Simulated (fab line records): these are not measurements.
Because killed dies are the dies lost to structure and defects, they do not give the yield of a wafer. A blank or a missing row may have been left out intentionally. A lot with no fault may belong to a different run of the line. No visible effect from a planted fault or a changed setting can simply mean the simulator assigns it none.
fab line records + flow n5Finfet + part 2 of 2: steps 20 to 29 of 29
record
- lots=5
- wafers=15
- lastDay=16
route steps=1938 shown BEOL_M2@851
lots with no fault: from the same line, run without faults
startH: the number of hours between the record's first day and the start of the first shown wafer of the lot + waitH: hours elapsed since this lot's preceding step + " as in the row above + L1.1+2: a row that stands for several wafers + - no value present, or no start provided + * or withheld: withheld + < > ~ a bound
route shown NAME@n: a module of which the file shows steps, and the number in the route of the first + usual: average and standard deviation across the fault-free wafers + same: alike in all rows + chamber/n: place in a boat + sites: readings site by site + _std_site: how widely they spread, as a standard deviation + _edge_site: outer sites' mean less inner sites' + radiusMm: for every site, how far away it sits from the centre of the wafer + mask NAME#n: copy n + behind: the last tool/chamber to shape the wafer + hold: why the lot was held/for how many hours/how that ended + device: the n, p or np transistor that did not switch + end of line: tests run on the same wafers once the route is complete + for a step that has no rows: nothing shown but its recipe + killed: at the first sort, the dies lost to defects and structure; wafer yield is something else + map: a wafer's dies, marking killed ones x, the rest . and places with no die _
set.NAME: the setting that was run; set.NAME@STEP: the one run at that earlier step + model.NAME: the simulator's own value behind a step, which no gauge read
lots at selected steps of the route; one table per step, one row per wafer
services: a tool's chamber out of use, with start hour (startH, from the record's first day; less than 0 if before it), hours out, and reason
## steps
# step N5_BEOL_M2_COAT_22
# recipe
- resist=CAR-EUV
- spinRpm=1500
- resistThkNm=30
# usual
- dispensePressureKPa=49/3.4
| lot.wafer | tool          | chamber | startH | waitH | dispensePressureKPa |
|-----------|---------------|---------|--------|-------|---------------------|
| L075.2    | lithoTrack-01 | 0       | -      | -     | 53                  |
| L075.3    | "             | 0       | "      | "     | 53                  |
| L075.4    | "             | 0       | "      | "     | 53                  |
| L079.1    | lithoTrack-01 | 0       | -      | -     | 53                  |
| L079.3    | "             | 0       | "      | "     | 53                  |
| L079.5    | "             | 0       | "      | "     | 53                  |
| L083.2    | lithoTrack-05 | 0       | -      | -     | 45                  |
| L083.4    | "             | 0       | "      | "     | 45                  |
| L083.6    | "             | 0       | "      | "     | 45                  |
| L091.3    | lithoTrack-05 | 0       | -      | -     | 45                  |
| L091.4    | "             | 0       | "      | "     | 45                  |
| L091.5    | "             | 0       | "      | "     | 45                  |
| L093.1    | lithoTrack-04 | 0       | -      | -     | 48                  |
| L093.3    | "             | 0       | "      | "     | 48                  |
| L093.6    | "             | 0       | "      | "     | 48                  |
# step N5_BEOL_M2_EBR_24
# recipe
- solvent=PGMEA
- ebrWidthMm=1.5
| lot.wafer  | tool          | chamber | startH | waitH |
|------------|---------------|---------|--------|-------|
| L075.2+3+4 | lithoTrack-01 | 0       | -      | -     |
| L079.1+3+5 | lithoTrack-01 | 0       | -      | -     |
| L083.2+4+6 | lithoTrack-05 | 0       | -      | -     |
| L091.3+4+5 | lithoTrack-05 | 0       | -      | -     |
| L093.1+3+6 | lithoTrack-04 | 0       | -      | -     |
# step N5_BEOL_M2_SOFTBAKE_23
# recipe
- tempC=110
- timeS=60
- resist=CAR-EUV
| lot.wafer  | tool          | chamber | startH | waitH |
|------------|---------------|---------|--------|-------|
| L075.2+3+4 | lithoTrack-01 | 0       | -      | -     |
| L079.1+3+5 | lithoTrack-01 | 0       | -      | -     |
| L083.2+4+6 | lithoTrack-05 | 0       | -      | -     |
| L091.3+4+5 | lithoTrack-05 | 0       | -      | -     |
| L093.1+3+6 | lithoTrack-04 | 0       | -      | -     |
# step N5_BEOL_M2_EXPOSE_25
# recipe
- maskId=V1
- na=0.33
- sourceShape=quasar
- sigmaInner=0.2
- sigmaOuter=0.8
- polarization=unpolarized
- defocusNm=5
- doseMj=63
# usual
- exposureDoseMJCm2=63.4/0.69
- stageMsdNm=0.805/0.024
| lot.wafer | tool          | chamber | startH | waitH | mask | exposureDoseMJCm2 | stageMsdNm |
|-----------|---------------|---------|--------|-------|------|-------------------|------------|
| L075.2    | euvScanner-01 | 0       | 137.95 | -     | V1#0 | 62.8              | 0.784      |
| L075.3    | "             | 0       | "      | "     | V1#0 | 62.8              | 0.782      |
| L075.4    | "             | 0       | "      | "     | V1#0 | 62.7              | 0.781      |
| L079.1    | euvScanner-02 | 0       | 162.17 | -     | V1#0 | 64.3              | 0.837      |
| L079.3    | "             | 0       | "      | "     | V1#0 | 64.3              | 0.841      |
| L079.5    | "             | 0       | "      | "     | V1#0 | 64.3              | 0.837      |
| L083.2    | euvScanner-02 | 0       | 189.87 | -     | V1#0 | 64.2              | 0.837      |
| L083.4    | "             | 0       | "      | "     | V1#0 | 64.2              | 0.837      |
| L083.6    | "             | 0       | "      | "     | V1#0 | 64.3              | 0.836      |
| L091.3    | euvScanner-01 | 0       | 237.19 | -     | V1#0 | 62.8              | 0.786      |
| L091.4    | "             | 0       | "      | "     | V1#0 | 62.9              | 0.786      |
| L091.5    | "             | 0       | "      | "     | V1#0 | 62.8              | 0.786      |
| L093.1    | euvScanner-01 | 0       | 248.72 | -     | V1#0 | 63.0              | 0.784      |
| L093.3    | "             | 0       | "      | "     | V1#0 | 62.9              | 0.786      |
| L093.6    | "             | 0       | "      | "     | V1#0 | 62.9              | 0.786      |
# step N5_BEOL_M2_PEB_26
# recipe
- pebTempC=100
- pebTimeS=60
- resist=CAR-EUV
| lot.wafer  | tool          | chamber | startH | waitH |
|------------|---------------|---------|--------|-------|
| L075.2+3+4 | lithoTrack-05 | 0       | 138.02 | 0.1   |
| L079.1+3+5 | lithoTrack-04 | 0       | 162.25 | 0.1   |
| L083.2+4+6 | lithoTrack-01 | 0       | 189.94 | 0.1   |
| L091.3+4+5 | lithoTrack-01 | 0       | 237.25 | 0.1   |
| L093.1+3+6 | lithoTrack-01 | 0       | 248.80 | 0.1   |
# step N5_BEOL_M2_DEVELOP_27
# recipe
- developTimeS=30
- developer=TMAH
- resist=CAR-EUV
- rinseLiquid=surfactantRinse
- dry=airSpin
- devTempC=23
# usual
- developerTempC=23.01/0.1
| lot.wafer | tool          | chamber | startH | waitH | developerTempC |
|-----------|---------------|---------|--------|-------|----------------|
| L075.2    | lithoTrack-05 | 0       | -      | -     | 22.68          |
| L075.3    | "             | 0       | "      | "     | 23.14          |
| L075.4    | "             | 0       | "      | "     | 22.96          |
| L079.1    | lithoTrack-04 | 0       | -      | -     | 23.07          |
| L079.3    | "             | 0       | "      | "     | 22.91          |
| L079.5    | "             | 0       | "      | "     | 22.89          |
| L083.2    | lithoTrack-01 | 0       | -      | -     | 23.01          |
| L083.4    | "             | 0       | "      | "     | 22.87          |
| L083.6    | "             | 0       | "      | "     | 22.86          |
| L091.3    | lithoTrack-01 | 0       | -      | -     | 23.14          |
| L091.4    | "             | 0       | "      | "     | 23.06          |
| L091.5    | "             | 0       | "      | "     | 23.05          |
| L093.1    | lithoTrack-01 | 0       | -      | -     | 22.98          |
| L093.3    | "             | 0       | "      | "     | 23.12          |
| L093.6    | "             | 0       | "      | "     | 23.22          |
# step N5_BEOL_M2_CD_MEAS_28
# recipe
- targetCdNm=26.2
- landingEnergyEv=500
- detector=seInlens
- targetCdYNm=24.1
- polarity=opening
# usual
- cdNm=26.18/0.27
| lot.wafer | tool     | chamber | startH | waitH | cdNm  |
|-----------|----------|---------|--------|-------|-------|
| L075.2    | cdSem-03 | 0       | 138.09 | -     | 26.00 |
| L075.3    | "        | 0       | "      | "     | 26.00 |
| L075.4    | "        | 0       | "      | "     | 26.18 |
| L079.1    | cdSem-02 | 0       | 162.31 | -     | 26.17 |
| L079.3    | "        | 0       | "      | "     | 26.21 |
| L079.5    | "        | 0       | "      | "     | 26.46 |
| L083.2    | cdSem-02 | 0       | 190.01 | -     | 26.10 |
| L083.4    | "        | 0       | "      | "     | 26.29 |
| L083.6    | "        | 0       | "      | "     | 25.80 |
| L091.3    | cdSem-02 | 0       | 237.31 | -     | 25.90 |
| L091.4    | "        | 0       | "      | "     | 25.88 |
| L091.5    | "        | 0       | "      | "     | 26.18 |
| L093.1    | cdSem-03 | 0       | 248.86 | -     | 26.16 |
| L093.3    | "        | 0       | "      | "     | 26.13 |
| L093.6    | "        | 0       | "      | "     | 26.07 |
# step N5_BEOL_M2_OVL_MEAS_29
# recipe
- pointsPerWafer=522
# usual
- V1_OVL=0.6/0.62
| lot.wafer | tool       | chamber | startH | waitH | V1_OVL[nm] |
|-----------|------------|---------|--------|-------|------------|
| L075.2    | overlay-01 | 0       | 138.12 | 0.0   | 0.2        |
| L075.3    | "          | 0       | "      | "     | 0.9        |
| L075.4    | "          | 0       | "      | "     | 0.5        |
| L079.1    | overlay-01 | 0       | 162.34 | 0.0   | 0.3        |
| L079.3    | "          | 0       | "      | "     | 0.9        |
| L079.5    | "          | 0       | "      | "     | -0.1       |
| L083.2    | overlay-01 | 0       | 190.04 | 0.0   | 0.6        |
| L083.4    | "          | 0       | "      | "     | 0.4        |
| L083.6    | "          | 0       | "      | "     | 0.4        |
| L091.3    | overlay-01 | 0       | 237.35 | 0.0   | 0.4        |
| L091.4    | "          | 0       | "      | "     | 0.0        |
| L091.5    | "          | 0       | "      | "     | 0.4        |
| L093.1    | overlay-02 | 0       | 248.90 | 0.0   | -0.7       |
| L093.3    | "          | 0       | "      | "     | 0.5        |
| L093.6    | "          | 0       | "      | "     | -0.7       |
# step N5_BEOL_M2_INSPECT_30
# recipe
- mode=adi
- inspectInstrument=brightfield
# usual
- rawDefectCount=407/91
| lot.wafer | tool             | chamber | startH | waitH | rawDefectCount |
|-----------|------------------|---------|--------|-------|----------------|
| L075.2    | defectInspect-01 | -       | 138.17 | 0.0   | 313            |
| L075.3    | "                | -       | "      | "     | 323            |
| L075.4    | "                | -       | "      | "     | 217            |
| L079.1    | defectInspect-02 | -       | 162.40 | 0.1   | 361            |
| L079.3    | "                | -       | "      | "     | 305            |
| L079.5    | "                | -       | "      | "     | 279            |
| L083.2    | defectInspect-02 | -       | 190.10 | 0.0   | 434            |
| L083.4    | "                | -       | "      | "     | 486            |
| L083.6    | "                | -       | "      | "     | 300            |
| L091.3    | defectInspect-02 | -       | 237.40 | 0.0   | 535            |
| L091.4    | "                | -       | "      | "     | 416            |
| L091.5    | "                | -       | "      | "     | 446            |
| L093.1    | defectInspect-02 | -       | 248.96 | 0.1   | 437            |
| L093.3    | "                | -       | "      | "     | 424            |
| L093.6    | "                | -       | "      | "     | 566            |
# step N5_BEOL_M2_DESCUM_33
# recipe
- chemistry=O2
- timeS=7
- sourcePowerW=50
- biasPowerW=20
- pressureMtorr=20
- rfFrequencyHz=2.712e+07
- tempC=40
- resist=CAR-EUV
- o2FlowSccm=225
# usual
- drypumpMotorCurrentA=5.7/0.32
- oesProductAu=0.79/0.08
- rfVppV=243.4/1.2
- showerheadPlenumPTorr=2.10/0.057
- throttleValvePct=20.36/0.29
| lot.wafer | tool       | chamber | startH | waitH | drypumpMotorCurrentA | oesProductAu | rfHoursCounterH | rfVppV | showerheadPlenumPTorr | throttleValvePct |
|-----------|------------|---------|--------|-------|----------------------|--------------|-----------------|--------|-----------------------|------------------|
| L075.2    | rieDiel-04 | 0       | 138.21 | 0.0   | 6.2                  | 0.89         | 29              | 243.2  | 2.14                  | 20.18            |
| L075.3    | "          | 1       | "      | "     | 5.4                  | 0.70         | 200             | 242.1  | 2.09                  | 20.35            |
| L075.4    | "          | 2       | "      | "     | 5.5                  | 0.73         | 182             | 244.8  | 2.13                  | 19.93            |
| L079.1    | rieDiel-06 | 3       | 162.55 | 0.1   | 6.1                  | 0.82         | 93              | 243.8  | 2.11                  | 20.22            |
| L079.3    | "          | 2       | "      | "     | 5.6                  | 0.84         | 79              | 244.1  | 2.10                  | 20.47            |
| L079.5    | "          | 3       | "      | "     | 6.1                  | 0.81         | -               | 243.0  | 2.11                  | 20.24            |
| L083.2    | rieDiel-01 | 3       | 190.13 | 0.0   | 5.5                  | 0.85         | 69              | 244.8  | 2.13                  | 20.63            |
| L083.4    | "          | 0       | "      | "     | 5.1                  | 0.88         | 38              | 244.5  | 2.15                  | 20.37            |
| L083.6    | "          | 1       | "      | "     | 5.6                  | 0.74         | -               | 244.9  | 2.17                  | 20.89            |
| L091.3    | rieDiel-04 | 3       | 237.43 | 0.0   | 6.1                  | 0.77         | 100             | 244.3  | 2.03                  | 20.29            |
| L091.4    | "          | 0       | "      | "     | 6.2                  | 0.85         | 64              | 242.4  | 2.13                  | 20.22            |
| L091.5    | "          | 0       | "      | "     | 6.2                  | 0.86         | -               | 243.5  | 2.13                  | 20.23            |
| L093.1    | rieDiel-06 | 3       | 248.99 | 0.0   | 6.1                  | 0.79         | 126             | 243.1  | 2.10                  | 20.26            |
| L093.3    | "          | 0       | "      | "     | 5.6                  | 0.80         | 76              | 242.4  | 2.01                  | 19.81            |
| L093.6    | "          | 0       | "      | "     | 5.6                  | 0.79         | -               | 241.2  | 2.01                  | 19.82            |
## services
| tool          | chamber | startH | hours | kind                         |
|---------------|---------|--------|-------|------------------------------|
| rieMetal-03   | -       | 114.79 | 1.0   | repair                       |
| euvScanner-02 | -       | 136.17 | 0.2   | repair                       |
| euvScanner-02 | -       | 136.87 | 4.6   | pm                           |
| rieMetal-03   | -       | 138.89 | 0.6   | repair                       |
| euvScanner-01 | -       | 146.00 | 4.6   | pm                           |
| rieMetal-02   | -       | 153.54 | 15.6  | pm                           |
| rieDiel-06    | 0       | 155.65 | 13.1  | repair                       |
| euvScanner-01 | -       | 160.30 | 1.0   | pm                           |
| rieDiel-01    | 1       | 173.91 | 5.0   | repair                       |
| rieMetal-02   | 1       | 182.90 | 7.5   | repair                       |
| rieDiel-06    | 1       | 187.11 | 16.2  | repair                       |
| euvScanner-02 | -       | 196.74 | 1.0   | pm                           |
| rieDiel-01    | 2       | 201.16 | -     | clean                        |
| rieDiel-01    | 2       | 201.16 | -     | consumableReplace:focusRing  |
| rieDiel-01    | 2       | 201.16 | -     | consumableReplace:showerhead |
| rieDiel-01    | 2       | 201.16 | 13.0  | scheduledDown                |
| rieDiel-01    | 2       | 201.16 | 13.0  | ventCycle                    |
| rieDiel-04    | 1       | 204.77 | 9.1   | repair                       |
| lithoTrack-01 | -       | 206.72 | -     | consumableReplace:filter     |
| rieMetal-02   | 0       | 216.12 | 14.3  | repair                       |
| euvScanner-01 | -       | 216.45 | 1.0   | pm                           |
| rieDiel-06    | 3       | 242.09 | 1.5   | repair                       |
| rieDiel-06    | 0       | 242.48 | 1.3   | repair                       |
| rieMetal-02   | 1       | 247.14 | 1.0   | repair                       |
